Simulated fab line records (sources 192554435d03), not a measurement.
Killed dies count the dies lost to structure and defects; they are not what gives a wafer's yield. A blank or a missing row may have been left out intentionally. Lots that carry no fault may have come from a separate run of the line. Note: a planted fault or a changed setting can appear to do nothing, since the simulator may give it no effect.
fab line records	flow n5_finfet
[record] lots = 24	wafers = 72	last_day = 19
route steps=1938 shown BEOL_M8@1335
lots that met no fault: from a run of the same line without faults
start_h: hours from the record's opening day to when the first of the lot's shown wafers began	wait_h: hours elapsed since this lot's preceding step	" the same as in the row above	L1.1+2: several wafers, shown together as one row	- no value, or no start given	* or withheld: withheld	< > ~ a bound
route shown NAME@n: NAME is a module with steps in the file, n the number in the route of the first one	usual: mean/standard deviation taken from wafers without a fault	same: alike in all rows	chamber/n: place in a boat	sites: per-site readings	_std_site: how widely they spread, as a standard deviation	_edge_site: mean of outer sites minus mean of inner sites	radius_mm: how far each site lies from the wafer's centre	mask NAME#n: copy n	behind: tool/chamber where the wafer was last shaped	hold: cause of the lot's hold/its duration in hours/its outcome	device: names the non-switching transistor (n, p or np)	end of line: the same wafers' tests at the end of the route	a step given without rows: its recipe and nothing more	killed: dies that structure and defects cost at the first sort, which is not the same as the wafer's yield	map: dies across one wafer; x = killed, . = not, _ = none there
set.NAME: setting as actually run; set.NAME@STEP: the setting as run at that earlier step	model.NAME: the simulator's own value behind a step, which no gauge read
a sample of lots followed through the steps of the route, with each step as a table and each wafer as a row
services: the hour from which a tool's chamber was out of use, counted from the record's first day as start_h (under 0 if before that day), plus the number of hours and why
[[steps]]
[step N5_BEOL_M8_PECVD_70]
[recipe] material = SiO2	target_thk_a = 200	temp_c = 400	precursor = TEOS/O2	pressure_torr = 5.5	rf_w = 450	teos_flow_sccm = 53.8	gas = O2	flow_sccm = 3000	time_s = 22.7
[usual] heater_power_w = 643/57	showerhead_plenum_p_Torr = 8.74/0.05	throttle_valve_pct = 23.0/1.6
lot.wafer	tool	chamber	start_h	wait_h	heater_power_w	showerhead_plenum_p_Torr	throttle_valve_pct
L074.2	pecvd-02	1	211.31	0.0	545	8.76	24.9
L074.3	"	0	"	"	561	8.73	24.4
L074.5	"	2	"	"	689	8.77	21.7
L075.3	pecvd-02	1	215.00	0.0	549	8.74	24.6
L075.4	"	2	"	"	642	8.75	21.9
L075.6	"	0	"	"	665	8.73	24.5
L076.1	pecvd-02	0	222.15	0.0	631	8.74	24.3
L076.2	"	2	"	"	620	8.78	21.7
L076.6	"	1	"	"	626	8.74	24.8
L078.1	pecvd-02	0	227.02	0.0	668	8.72	24.3
L078.2	"	2	"	"	681	8.73	21.9
L078.4	"	0	"	"	667	8.72	24.4
L077.3	pecvd-02	2	227.28	0.0	684	8.78	21.8
L077.4	"	2	"	"	686	8.80	21.9
L077.5	"	0	"	"	685	8.69	24.5
L081.1	pecvd-04	2	243.35	0.0	742	8.67	19.4
L081.4	"	1	"	"	672	8.75	23.9
L081.6	"	0	"	"	634	8.63	22.8
L080.1	pecvd-02	1	243.88	0.0	555	8.73	24.9
L080.2	"	0	"	"	575	8.72	24.1
L080.6	"	2	"	"	593	8.79	22.1
L079.1	pecvd-04	1	245.03	0.0	643	8.75	23.6
L079.3	"	2	"	"	682	8.65	19.6
L079.6	"	0	"	"	580	8.64	22.5
L083.2	pecvd-03	1	257.95	0.0	659	8.78	23.7
L083.3	"	2	"	"	669	8.82	20.4
L083.4	"	1	"	"	659	8.77	23.9
L082.2	pecvd-04	0	265.21	0.0	629	8.64	23.1
L082.4	"	2	"	"	615	8.67	19.6
L082.5	"	0	"	"	617	8.66	23.1
L086.1	pecvd-04	1	275.21	0.1	677	8.74	23.7
L086.3	"	0	"	"	669	8.64	22.8
L086.5	"	1	"	"	649	8.76	23.8
L084.4	pecvd-02	2	275.30	0.1	685	8.78	22.1
L084.5	"	1	"	"	605	8.74	24.6
L084.6	"	0	"	"	690	8.72	24.1
L085.3	pecvd-02	0	280.97	0.0	644	8.70	24.2
L085.4	"	2	"	"	600	8.77	22.0
L085.5	"	0	"	"	656	8.70	24.3
L087.3	pecvd-04	2	288.05	0.0	644	8.69	19.7
L087.4	"	2	"	"	649	8.65	19.9
L087.6	"	1	"	"	679	8.75	23.4
L088.1	pecvd-02	0	296.18	0.0	610	8.70	24.2
L088.3	"	2	"	"	664	8.79	21.9
L088.4	"	0	"	"	604	8.71	24.5
L089.1	pecvd-03	0	297.29	0.0	761	8.80	23.8
L089.2	"	1	"	"	587	8.77	24.1
L089.6	"	2	"	"	622	8.83	20.6
L090.1	pecvd-04	2	300.57	0.0	730	8.67	19.6
L090.2	"	0	"	"	679	8.66	23.0
L090.4	"	0	"	"	684	8.64	23.0
L091.4	pecvd-02	2	319.39	0.1	610	8.79	21.9
L091.5	"	0	"	"	670	8.71	24.4
L091.6	"	1	"	"	603	8.73	24.6
L093.1	pecvd-02	1	322.91	0.0	640	8.71	24.7
L093.2	"	0	"	"	591	8.73	24.6
L093.5	"	2	"	"	722	8.78	21.9
L092.1	pecvd-03	0	328.46	0.0	778	8.77	23.7
L092.3	"	2	"	"	616	8.83	20.6
L092.4	"	0	"	"	771	8.80	23.9
L095.4	pecvd-02	1	344.47	0.1	533	8.75	24.4
L095.5	"	0	"	"	601	8.69	24.3
L095.6	"	2	"	"	688	8.76	22.2
L094.1	pecvd-02	1	345.47	0.0	563	8.75	24.8
L094.3	"	0	"	"	668	8.74	24.3
L094.5	"	0	"	"	655	8.71	24.6
L097.2	pecvd-02	1	357.47	0.0	630	8.72	24.8
L097.3	"	0	"	"	680	8.74	24.7
L097.5	"	0	"	"	669	8.72	24.4
L096.3	pecvd-04	2	358.21	0.0	639	8.67	19.9
L096.5	"	1	"	"	688	8.77	23.8
L096.6	"	0	"	"	611	8.66	23.1
[step N5_BEOL_M8_CD_MEAS_18]
[recipe] pitch_nm = 80	target_cd_nm = 40
[usual] cd_nm = 39.5/0.81
lot.wafer	tool	chamber	start_h	wait_h	cd_nm
L074.2	cd_sem-03	-	213.24	0.1	39.4
L074.3	"	-	"	"	39.8
L074.5	"	-	"	"	39.9
L075.3	cd_sem-01	-	217.72	0.1	38.6
L075.4	"	-	"	"	39.0
L075.6	"	-	"	"	38.7
L076.1	cd_sem-03	-	224.63	0.1	39.8
L076.2	"	-	"	"	40.2
L076.6	"	-	"	"	40.1
L078.1	cd_sem-03	-	228.52	0.0	41.5
L078.2	"	-	"	"	41.5
L078.4	"	-	"	"	40.8
L077.3	cd_sem-02	-	228.91	0.1	40.1
L077.4	"	-	"	"	38.9
L077.5	"	-	"	"	39.3
L081.1	cd_sem-02	-	247.91	0.0	38.6
L081.4	"	-	"	"	38.8
L081.6	"	-	"	"	39.1
L080.1	cd_sem-03	-	248.17	0.1	40.2
L080.2	"	-	"	"	40.6
L080.6	"	-	"	"	40.3
L079.1	cd_sem-03	-	248.38	0.0	41.3
L079.3	"	-	"	"	40.9
L079.6	"	-	"	"	40.0
L083.2	cd_sem-02	-	261.95	0.1	40.3
L083.3	"	-	"	"	40.1
L083.4	"	-	"	"	38.5
L082.2	cd_sem-03	-	266.97	0.1	38.4
L082.4	"	-	"	"	39.2
L082.5	"	-	"	"	38.1
L086.1	cd_sem-02	-	276.57	0.0	40.0
L086.3	"	-	"	"	39.6
L086.5	"	-	"	"	39.3
L084.4	cd_sem-01	-	276.74	0.1	39.1
L084.5	"	-	"	"	39.0
L084.6	"	-	"	"	38.7
L085.3	cd_sem-01	-	282.97	0.1	37.9
L085.4	"	-	"	"	38.3
L085.5	"	-	"	"	37.5
L087.3	cd_sem-01	-	290.44	0.1	39.2
L087.4	"	-	"	"	38.5
L087.6	"	-	"	"	39.4
L088.1	cd_sem-03	-	299.41	0.0	39.4
L088.3	"	-	"	"	38.6
L088.4	"	-	"	"	39.3
L089.1	cd_sem-03	-	299.52	0.0	41.2
L089.2	"	-	"	"	40.2
L089.6	"	-	"	"	39.5
L090.1	cd_sem-03	-	304.90	0.0	39.9
L090.2	"	-	"	"	40.2
L090.4	"	-	"	"	39.6
L091.4	cd_sem-03	-	320.70	0.1	39.8
L091.5	"	-	"	"	40.4
L091.6	"	-	"	"	39.5
L093.1	cd_sem-03	-	325.11	0.0	39.1
L093.2	"	-	"	"	38.2
L093.5	"	-	"	"	38.4
L092.1	cd_sem-02	-	331.62	0.0	39.5
L092.3	"	-	"	"	38.8
L092.4	"	-	"	"	39.2
L095.4	cd_sem-03	-	348.44	0.1	38.9
L095.5	"	-	"	"	39.9
L095.6	"	-	"	"	39.4
L094.1	cd_sem-03	-	348.54	0.0	38.6
L094.3	"	-	"	"	38.7
L094.5	"	-	"	"	38.4
L097.2	cd_sem-02	-	360.16	0.1	39.8
L097.3	"	-	"	"	39.2
L097.5	"	-	"	"	40.5
L096.3	cd_sem-03	-	360.41	0.1	38.9
L096.5	"	-	"	"	39.4
L096.6	"	-	"	"	39.9
[step N5_BEOL_M8_INSPECT_30]
[recipe] mode = adi	inspect_instrument = brightfield
[usual] raw_defect_count = 421/98
lot.wafer	tool	chamber	start_h	wait_h	raw_defect_count
L074.2	defect_inspect-02	-	215.20	0.0	562
L074.3	"	-	"	"	414
L074.5	"	-	"	"	482
L075.3	defect_inspect-02	-	218.14	0.0	338
L075.4	"	-	"	"	340
L075.6	"	-	"	"	422
L076.1	defect_inspect-01	-	226.64	0.1	360
L076.2	"	-	"	"	308
L076.6	"	-	"	"	310
L078.1	defect_inspect-01	-	230.08	0.1	402
L078.2	"	-	"	"	409
L078.4	"	-	"	"	422
L077.3	defect_inspect-02	-	230.13	0.0	373
L077.4	"	-	"	"	337
L077.5	"	-	"	"	556
L080.1	defect_inspect-02	-	249.80	0.1	414
L080.2	"	-	"	"	350
L080.6	"	-	"	"	503
L081.1	defect_inspect-01	-	249.84	0.1	331
L081.4	"	-	"	"	317
L081.6	"	-	"	"	399
L079.1	defect_inspect-02	-	249.94	0.1	471
L079.3	"	-	"	"	546
L079.6	"	-	"	"	713
L083.2	defect_inspect-02	-	264.76	0.0	517
L083.3	"	-	"	"	519
L083.4	"	-	"	"	512
L082.2	defect_inspect-02	-	267.64	0.0	425
L082.4	"	-	"	"	398
L082.5	"	-	"	"	429
L086.1	defect_inspect-01	-	278.50	0.1	454
L086.3	"	-	"	"	521
L086.5	"	-	"	"	504
L084.4	defect_inspect-01	-	278.54	0.0	414
L084.5	"	-	"	"	475
L084.6	"	-	"	"	446
L085.3	defect_inspect-01	-	283.79	0.0	412
L085.4	"	-	"	"	397
L085.5	"	-	"	"	479
L087.3	defect_inspect-02	-	292.79	0.0	504
L087.4	"	-	"	"	553
L087.6	"	-	"	"	549
L089.1	defect_inspect-01	-	303.03	0.1	385
L089.2	"	-	"	"	454
L089.6	"	-	"	"	440
L088.1	defect_inspect-01	-	303.20	0.1	419
L088.3	"	-	"	"	396
L088.4	"	-	"	"	361
L090.1	defect_inspect-01	-	305.29	0.1	445
L090.2	"	-	"	"	258
L090.4	"	-	"	"	411
L091.4	defect_inspect-02	-	322.05	0.0	445
L091.5	"	-	"	"	420
L091.6	"	-	"	"	604
L093.1	defect_inspect-02	-	326.75	0.1	418
L093.2	"	-	"	"	364
L093.5	"	-	"	"	276
L092.1	defect_inspect-01	-	332.15	0.1	424
L092.3	"	-	"	"	466
L092.4	"	-	"	"	465
L094.1	defect_inspect-02	-	349.76	0.1	440
L094.3	"	-	"	"	434
L094.5	"	-	"	"	428
L095.4	defect_inspect-02	-	350.06	0.0	232
L095.5	"	-	"	"	291
L095.6	"	-	"	"	264
L097.2	defect_inspect-02	-	360.71	0.0	219
L097.3	"	-	"	"	215
L097.5	"	-	"	"	235
L096.3	defect_inspect-02	-	360.93	0.0	514
L096.5	"	-	"	"	422
L096.6	"	-	"	"	493
[step N5_BEOL_M8_ETCH_66]
[recipe] chemistry = N2/H2	target = SOC	target_depth_a = 800	overetch_a = 160	mask_material = SiARC	temp_c = 40	time_s = 120	ion_energy_ev = 200	pressure_mtorr = 30	source_w = 840	bias_w = 150	n2_flow_sccm = 200	h2_flow_sccm = 200
[usual] bias_w = 150.1/0.49	drypump_motor_current_A = 5.5/0.45	oes_product_au = 0.60/0.052	rf_vpp_V = 524.4/2.6	showerhead_plenum_p_Torr = 2.57/0.1	throttle_valve_pct = 17.87/0.19
lot.wafer	tool	chamber	start_h	wait_h	bias_w	drypump_motor_current_A	oes_product_au	rf_hours_counter_h	rf_vpp_V	showerhead_plenum_p_Torr	throttle_valve_pct
L074.2	rie_diel-02	0	215.59	0.0	149.7	6.1	0.59	135	521.9	2.43	17.81
L074.3	"	3	"	"	149.4	4.9	0.65	58	524.5	2.62	18.00
L074.5	"	1	"	"	149.7	5.2	0.58	-	524.5	2.55	17.85
L075.3	rie_diel-01	2	218.34	0.0	150.3	5.6	0.59	103	525.7	2.56	17.67
L075.4	"	0	"	"	150.4	6.3	0.58	140	521.6	2.42	17.80
L075.6	"	3	"	"	150.1	5.4	0.57	-	520.1	2.46	18.11
L076.1	rie_diel-04	0	226.75	0.0	150.2	5.6	0.73	4	527.7	2.74	17.66
L076.2	"	2	"	"	150.8	4.7	0.68	35	526.1	2.62	18.10
L076.6	"	0	"	"	150.6	5.6	0.73	-	527.7	2.74	17.65
L078.1	rie_diel-04	2	230.19	0.0	150.4	4.7	0.67	37	525.7	2.62	18.09
L078.2	"	0	"	"	149.7	5.6	0.73	6	529.0	2.74	17.66
L078.4	"	0	"	"	150.0	5.5	0.73	-	528.0	2.74	17.66
L077.3	rie_diel-01	2	230.66	0.0	150.9	5.6	0.60	107	522.1	2.56	17.69
L077.4	"	3	"	"	149.0	5.4	0.57	147	520.7	2.46	18.13
L077.5	"	1	"	"	151.2	5.8	0.60	-	520.6	2.43	17.44
L080.1	rie_diel-01	3	250.19	0.0	150.5	5.4	0.56	154	521.6	2.45	18.13
L080.2	"	1	"	"	149.7	5.8	0.60	120	521.3	2.43	17.44
L080.6	"	2	"	"	149.2	5.6	0.59	-	522.7	2.56	17.69
L081.1	rie_diel-02	0	250.19	0.0	150.0	6.2	0.58	148	520.9	2.42	17.83
L081.4	"	3	"	"	150.1	4.9	0.63	71	525.7	2.61	18.03
L081.6	"	3	"	"	149.6	4.9	0.62	-	526.3	2.61	18.03
L079.1	rie_diel-04	0	250.43	0.0	149.0	5.5	0.70	14	528.0	2.73	17.67
L079.3	"	3	"	"	149.5	5.7	0.54	225	526.8	2.61	17.94
L079.6	"	3	"	"	149.8	5.6	0.53	-	524.3	2.61	17.93
L083.2	rie_diel-04	2	265.23	0.0	150.4	4.7	0.65	52	526.5	2.61	18.12
L083.3	"	0	"	"	150.7	5.6	0.69	20	528.1	2.73	17.68
L083.4	"	2	"	"	149.9	4.7	0.65	-	524.6	2.61	18.13
L082.2	rie_diel-02	0	268.05	0.0	150.5	6.1	0.59	153	522.2	2.42	17.84
L082.4	"	3	"	"	151.3	4.9	0.62	79	524.0	2.61	18.05
L082.5	"	0	"	"	150.5	6.1	0.59	-	520.4	2.42	17.82
L086.1	rie_diel-04	3	278.91	0.0	149.9	5.7	0.53	236	526.8	2.61	17.95
L086.3	"	1	"	"	149.8	5.8	0.59	152	524.0	2.54	17.75
L086.5	"	2	"	"	149.2	4.8	0.65	-	524.7	2.61	18.13
L084.4	rie_diel-01	0	279.04	0.0	150.7	6.2	0.55	162	522.0	2.41	17.83
L084.5	"	2	"	"	150.4	5.6	0.59	-	523.4	2.55	17.70
L084.6	"	3	"	"	149.9	5.5	0.55	-	520.4	2.45	18.16
L085.3	rie_diel-04	0	283.90	0.0	149.7	5.6	0.69	27	528.8	2.73	17.69
L085.4	"	3	"	"	150.7	5.7	0.54	237	526.4	2.61	17.95
L085.5	"	0	"	"	150.5	5.6	0.68	-	527.5	2.73	17.69
L087.3	rie_diel-04	0	292.90	0.0	150.7	5.6	0.69	29	527.7	2.73	17.72
L087.4	"	2	"	"	150.9	4.7	0.64	61	525.5	2.61	18.13
L087.6	"	3	"	"	150.3	5.7	0.53	-	525.7	2.61	17.96
L089.1	rie_diel-04	0	303.14	0.0	150.2	5.6	0.68	33	527.9	2.72	17.71
L089.2	"	2	"	"	150.3	4.8	0.64	65	523.5	2.61	18.14
L089.6	"	1	"	"	149.5	5.8	0.58	-	522.8	2.54	17.76
L088.1	rie_diel-02	0	303.54	0.0	150.1	6.1	0.57	165	520.7	2.41	17.85
L088.3	"	2	"	"	149.9	5.8	0.57	145	526.7	2.68	18.03
L088.4	"	3	"	"	150.4	4.9	0.61	91	523.7	2.60	18.05
L090.1	rie_diel-02	1	305.56	0.0	150.6	5.2	0.55	170	522.8	2.53	17.92
L090.2	"	0	"	"	150.6	6.1	0.57	166	522.9	2.41	17.85
L090.4	"	2	"	"	150.3	5.7	0.57	146	526.7	2.67	18.02
L091.4	rie_diel-02	1	322.17	0.0	149.7	5.2	0.55	176	522.5	2.53	17.92
L091.5	"	0	"	"	150.0	6.2	0.57	-	520.3	2.41	17.86
L091.6	"	3	"	"	149.7	4.9	0.61	-	525.3	2.60	18.09
L093.1	rie_diel-04	1	326.86	0.0	150.5	5.8	0.57	166	523.7	2.54	17.77
L093.2	"	2	"	"	150.4	4.7	0.63	77	526.1	2.60	18.17
L093.5	"	2	"	"	150.4	4.8	0.62	-	524.9	2.60	18.17
L092.1	rie_diel-01	1	332.39	0.0	149.1	5.7	0.58	148	521.8	2.41	17.50
L092.3	"	0	"	"	150.9	6.2	0.55	180	519.3	2.40	17.87
L092.4	"	3	"	"	150.5	5.4	0.54	183	519.2	2.44	18.20
L094.1	rie_diel-04	1	349.87	0.0	149.6	5.8	0.58	173	525.3	2.53	17.78
L094.3	"	2	"	"	150.5	4.8	0.62	83	526.5	2.60	18.18
L094.5	"	0	"	"	149.8	5.6	0.66	-	528.0	2.71	17.75
L095.4	rie_diel-04	2	350.27	0.0	149.1	4.7	0.62	83	523.6	2.60	18.18
L095.5	"	0	"	"	150.6	5.5	0.65	-	527.4	2.71	17.73
L095.6	"	1	"	"	150.2	5.8	0.57	-	525.1	2.54	17.77
L097.2	rie_diel-02	1	360.82	0.0	150.4	5.2	0.54	189	523.4	2.52	17.94
L097.3	"	0	"	"	150.3	6.1	0.56	185	519.3	2.40	17.89
L097.5	"	1	"	"	149.9	5.2	0.54	-	523.7	2.52	17.95
L096.3	rie_diel-04	3	361.07	0.0	151.3	5.7	0.71	10	526.6	2.60	17.64
L096.5	"	0	"	"	149.2	5.6	0.65	-	527.8	2.71	17.74
L096.6	"	1	"	"	149.5	5.8	0.57	-	524.8	2.53	17.80
[step N5_BEOL_M8_STRIP_80]
[recipe] chemistry = N2/H2	time_s = 10	power_w = 450	temp_c = 40	pressure_mtorr = 20	rf_frequency_hz = 6e+07	bias_power_w = 7	n2_flow_sccm = 200	h2_flow_sccm = 200
[usual] drypump_motor_current_A = 5.5/0.45	oes_product_au = 0.79/0.075	rf_vpp_V = 59.2/0.88	showerhead_plenum_p_Torr = 2.56/0.1	throttle_valve_pct = 23.77/0.27
lot.wafer	tool	chamber	start_h	wait_h	drypump_motor_current_A	oes_product_au	rf_hours_counter_h	rf_vpp_V	showerhead_plenum_p_Torr	throttle_valve_pct
L074.2	rie_diel-02	0	-	-	6.2	0.78	135	58.7	2.42	23.59
L074.3	"	3	"	"	4.9	0.84	58	58.3	2.61	23.95
L074.5	"	1	"	"	5.2	0.74	-	58.6	2.54	23.77
L075.3	rie_diel-01	2	-	-	5.7	0.80	103	58.2	2.56	23.43
L075.4	"	0	"	"	6.2	0.76	140	58.5	2.41	23.48
L075.6	"	3	"	"	5.4	0.74	-	58.3	2.46	24.04
L076.1	rie_diel-04	0	-	-	5.6	0.97	4	59.5	2.73	23.71
L076.2	"	2	"	"	4.8	0.88	35	59.3	2.62	24.11
L076.6	"	0	"	"	5.6	0.98	-	59.2	2.73	23.73
L078.1	rie_diel-04	2	-	-	4.8	0.87	37	59.9	2.62	24.12
L078.2	"	0	"	"	5.6	0.97	6	59.2	2.73	23.72
L078.4	"	0	"	"	5.5	0.97	-	58.9	2.73	23.72
L077.3	rie_diel-01	2	-	-	5.6	0.78	107	57.7	2.56	23.45
L077.4	"	3	"	"	5.5	0.74	147	58.2	2.45	24.03
L077.5	"	1	"	"	5.8	0.78	-	59.2	2.42	23.07
L080.1	rie_diel-01	3	-	-	5.4	0.73	154	59.5	2.45	24.04
L080.2	"	1	"	"	5.8	0.77	120	59.1	2.42	23.09
L080.6	"	2	"	"	5.6	0.79	-	58.0	2.55	23.44
L081.1	rie_diel-02	0	-	-	6.1	0.76	148	57.4	2.41	23.61
L081.4	"	3	"	"	4.9	0.82	71	59.5	2.61	23.95
L081.6	"	3	"	"	4.9	0.82	-	59.3	2.61	23.95
L079.1	rie_diel-04	0	-	-	5.6	0.94	14	60.0	2.73	23.73
L079.3	"	3	"	"	5.7	0.70	225	59.4	2.61	23.77
L079.6	"	3	"	"	5.7	0.69	-	59.7	2.61	23.77
L083.2	rie_diel-04	2	-	-	4.7	0.85	52	59.4	2.61	24.15
L083.3	"	0	"	"	5.5	0.94	21	60.2	2.73	23.76
L083.4	"	2	"	"	4.8	0.86	-	58.6	2.61	24.14
L082.2	rie_diel-02	0	-	-	6.2	0.76	153	59.0	2.41	23.61
L082.4	"	3	"	"	4.9	0.82	79	58.9	2.60	23.97
L082.5	"	0	"	"	6.2	0.76	-	57.8	2.41	23.62
L086.1	rie_diel-04	3	-	-	5.7	0.68	236	60.7	2.60	23.77
L086.3	"	1	"	"	5.8	0.77	152	58.5	2.54	23.60
L086.5	"	2	"	"	4.7	0.84	-	57.9	2.61	24.14
L084.4	rie_diel-01	0	-	-	6.2	0.73	162	58.3	2.40	23.50
L084.5	"	2	"	"	5.6	0.76	-	59.7	2.55	23.45
L084.6	"	3	"	"	5.5	0.72	-	58.8	2.45	24.05
L085.3	rie_diel-04	0	-	-	5.5	0.90	27	59.9	2.72	23.75
L085.4	"	3	"	"	5.6	0.69	237	60.2	2.60	23.79
L085.5	"	0	"	"	5.5	0.91	-	60.5	2.72	23.75
L087.3	rie_diel-04	0	-	-	5.6	0.90	29	60.9	2.72	23.76
L087.4	"	2	"	"	4.8	0.83	61	59.8	2.61	24.14
L087.6	"	3	"	"	5.6	0.68	-	59.9	2.60	23.77
L089.1	rie_diel-04	0	-	-	5.6	0.90	33	58.5	2.72	23.76
L089.2	"	2	"	"	4.8	0.83	65	60.1	2.60	24.16
L089.6	"	1	"	"	5.8	0.75	-	59.0	2.54	23.63
L088.1	rie_diel-02	0	-	-	6.2	0.75	165	58.9	2.41	23.63
L088.3	"	2	"	"	5.8	0.74	145	59.4	2.67	24.12
L088.4	"	3	"	"	4.9	0.79	91	57.7	2.60	23.97
L090.1	rie_diel-02	1	-	-	5.2	0.71	170	60.6	2.53	23.84
L090.2	"	0	"	"	6.1	0.76	166	58.8	2.41	23.63
L090.4	"	2	"	"	5.8	0.74	146	58.7	2.67	24.12
L091.4	rie_diel-02	1	-	-	5.2	0.70	176	59.6	2.53	23.85
L091.5	"	0	"	"	6.1	0.75	-	58.9	2.41	23.65
L091.6	"	3	"	"	4.9	0.80	-	59.3	2.59	23.98
L093.1	rie_diel-04	1	-	-	5.8	0.76	167	59.9	2.53	23.61
L093.2	"	2	"	"	4.7	0.82	77	60.8	2.60	24.16
L093.5	"	2	"	"	4.8	0.83	-	59.0	2.60	24.17
L092.1	rie_diel-01	1	-	-	5.8	0.75	148	58.0	2.41	23.13
L092.3	"	0	"	"	6.3	0.72	180	59.2	2.40	23.51
L092.4	"	3	"	"	5.4	0.70	183	59.6	2.44	24.08
L094.1	rie_diel-04	1	-	-	5.8	0.76	173	58.7	2.53	23.63
L094.3	"	2	"	"	4.7	0.81	83	57.7	2.60	24.18
L094.5	"	0	"	"	5.5	0.87	-	60.0	2.71	23.79
L095.4	rie_diel-04	2	-	-	4.8	0.81	83	58.8	2.60	24.17
L095.5	"	0	"	"	5.6	0.88	-	60.2	2.71	23.78
L095.6	"	1	"	"	5.8	0.75	-	57.6	2.53	23.62
L097.2	rie_diel-02	1	-	-	5.2	0.70	189	59.6	2.52	23.86
L097.3	"	0	"	"	6.1	0.73	185	59.6	2.40	23.66
L097.5	"	1	"	"	5.2	0.70	-	59.8	2.52	23.85
L096.3	rie_diel-04	3	-	-	5.6	0.93	10	60.0	2.59	23.68
L096.5	"	0	"	"	5.6	0.86	-	59.6	2.71	23.78
L096.6	"	1	"	"	5.8	0.74	-	58.6	2.53	23.62
[step N5_BEOL_M8_SPUTTER_48]
[recipe] material = Cu	target_thk_a = 100	temp_c = -20	bias_v = 60	power_w = 26000	chamber_pressure_pa = 0.13	time_s = 1.667
[usual] substrate_temp_c = -20.01/0.1	throttle_valve_pct = 30.1/0.93
lot.wafer	tool	chamber	start_h	wait_h	substrate_temp_c	throttle_valve_pct
L074.2	pvd_sputter-01	-	217.12	0.1	-19.98	28.2
L074.3	"	-	"	"	-19.97	30.1
L074.5	"	-	"	"	-19.88	28.2
L075.3	pvd_sputter-01	-	220.78	0.2	-20.19	30.8
L075.4	"	-	"	"	-20.03	28.2
L075.6	"	-	"	"	-19.82	28.3
L076.1	pvd_sputter-01	-	228.63	0.1	-20.26	30.4
L076.2	"	-	"	"	-19.98	30.8
L076.6	"	-	"	"	-19.99	31.2
L078.1	pvd_sputter-02	-	233.00	0.1	-20.07	30.5
L078.2	"	-	"	"	-19.84	31.2
L078.4	"	-	"	"	-20.03	28.2
L077.3	pvd_sputter-03	-	233.92	0.1	-20.15	30.8
L077.4	"	-	"	"	-19.91	30.2
L077.5	"	-	"	"	-20.08	30.6
L080.1	pvd_sputter-03	-	251.89	0.1	-20.11	30.1
L080.2	"	-	"	"	-19.95	31.0
L080.6	"	-	"	"	-19.92	30.0
L081.1	pvd_sputter-03	-	251.97	0.1	-20.13	30.4
L081.4	"	-	"	"	-20.01	30.5
L081.6	"	-	"	"	-19.98	30.4
L079.1	pvd_sputter-01	-	251.99	0.1	-20.00	29.9
L079.3	"	-	"	"	-19.90	30.9
L079.6	"	-	"	"	-19.90	30.9
L083.2	pvd_sputter-02	-	268.02	0.7	-20.07	30.2
L083.3	"	-	"	"	-20.03	28.4
L083.4	"	-	"	"	-19.95	31.1
L082.2	pvd_sputter-03	-	271.56	0.1	-20.00	30.5
L082.4	"	-	"	"	-20.12	30.2
L082.5	"	-	"	"	-20.00	30.0
L086.1	pvd_sputter-01	-	281.17	0.3	-19.96	30.9
L086.3	"	-	"	"	-20.00	29.8
L086.5	"	-	"	"	-20.04	30.4
L084.4	pvd_sputter-01	-	281.25	0.2	-19.96	27.8
L084.5	"	-	"	"	-20.11	28.5
L084.6	"	-	"	"	-19.90	31.1
L085.3	pvd_sputter-01	-	285.93	0.1	-19.96	27.9
L085.4	"	-	"	"	-20.05	30.8
L085.5	"	-	"	"	-20.17	30.3
L087.3	pvd_sputter-03	-	294.75	0.3	-20.15	30.3
L087.4	"	-	"	"	-19.92	30.3
L087.6	"	-	"	"	-20.05	31.1
L089.1	pvd_sputter-02	-	305.18	0.1	-20.01	29.9
L089.2	"	-	"	"	-20.18	30.4
L089.6	"	-	"	"	-20.14	31.2
L088.1	pvd_sputter-03	-	305.69	0.2	-19.96	30.4
L088.3	"	-	"	"	-19.89	30.2
L088.4	"	-	"	"	-20.06	31.1
L090.1	pvd_sputter-03	-	308.61	1.4	-20.06	30.3
L090.2	"	-	"	"	-19.94	30.3
L090.4	"	-	"	"	-19.97	30.9
L091.4	pvd_sputter-03	-	324.63	0.1	-19.96	31.1
L091.5	"	-	"	"	-20.02	30.2
L091.6	"	-	"	"	-19.88	30.5
L093.1	pvd_sputter-01	-	330.84	0.1	-19.98	30.0
L093.2	"	-	"	"	-19.91	30.3
L093.5	"	-	"	"	-20.04	29.8
L092.1	pvd_sputter-02	-	334.27	0.2	-19.87	30.5
L092.3	"	-	"	"	-19.87	30.1
L092.4	"	-	"	"	-19.98	28.3
L094.1	pvd_sputter-01	-	351.59	0.1	-19.99	30.5
L094.3	"	-	"	"	-20.02	29.9
L094.5	"	-	"	"	-19.80	27.9
L095.4	pvd_sputter-03	-	353.56	0.0	-19.88	30.4
L095.5	"	-	"	"	-19.93	30.3
L095.6	"	-	"	"	-20.05	31.0
L097.2	pvd_sputter-02	-	362.73	0.1	-19.97	31.2
L097.3	"	-	"	"	-20.18	30.2
L097.5	"	-	"	"	-20.02	30.0
L096.3	pvd_sputter-01	-	363.30	0.3	-19.81	30.9
L096.5	"	-	"	"	-19.95	28.0
L096.6	"	-	"	"	-20.06	30.9
[[services]]
tool	chamber	start_h	hours	kind
pecvd-04	2	202.43	-	clean
pecvd-04	2	202.43	-	consumable_replace:showerhead
pecvd-04	2	202.43	29.0	scheduled_down
pecvd-04	2	202.43	29.0	vent_cycle
rie_diel-04	0	204.10	-	clean
rie_diel-04	0	204.10	-	consumable_replace:focus_ring
rie_diel-04	0	204.10	-	consumable_replace:showerhead
rie_diel-04	0	204.10	12.5	scheduled_down
rie_diel-04	0	204.10	12.5	vent_cycle
rie_diel-01	-	205.96	2.7	repair
rie_diel-04	1	218.53	47.5	repair
pecvd-04	0	223.22	5.5	scheduled_down
rie_diel-02	2	251.79	2.0	repair
rie_diel-02	0	254.07	3.1	repair
pecvd-04	-	292.23	3.4	repair
rie_diel-04	1	304.65	10.7	repair
rie_diel-04	3	315.41	-	clean
rie_diel-04	3	315.41	-	consumable_replace:focus_ring
rie_diel-02	-	322.87	0.1	repair
pecvd-02	-	341.15	0.8	repair
rie_diel-04	-	344.56	3.4	repair
pecvd-04	-	347.87	1.0	repair
rie_diel-02	3	357.61	11.6	repair
rie_diel-04	0	361.76	5.4	repair
[[key]]
fault none
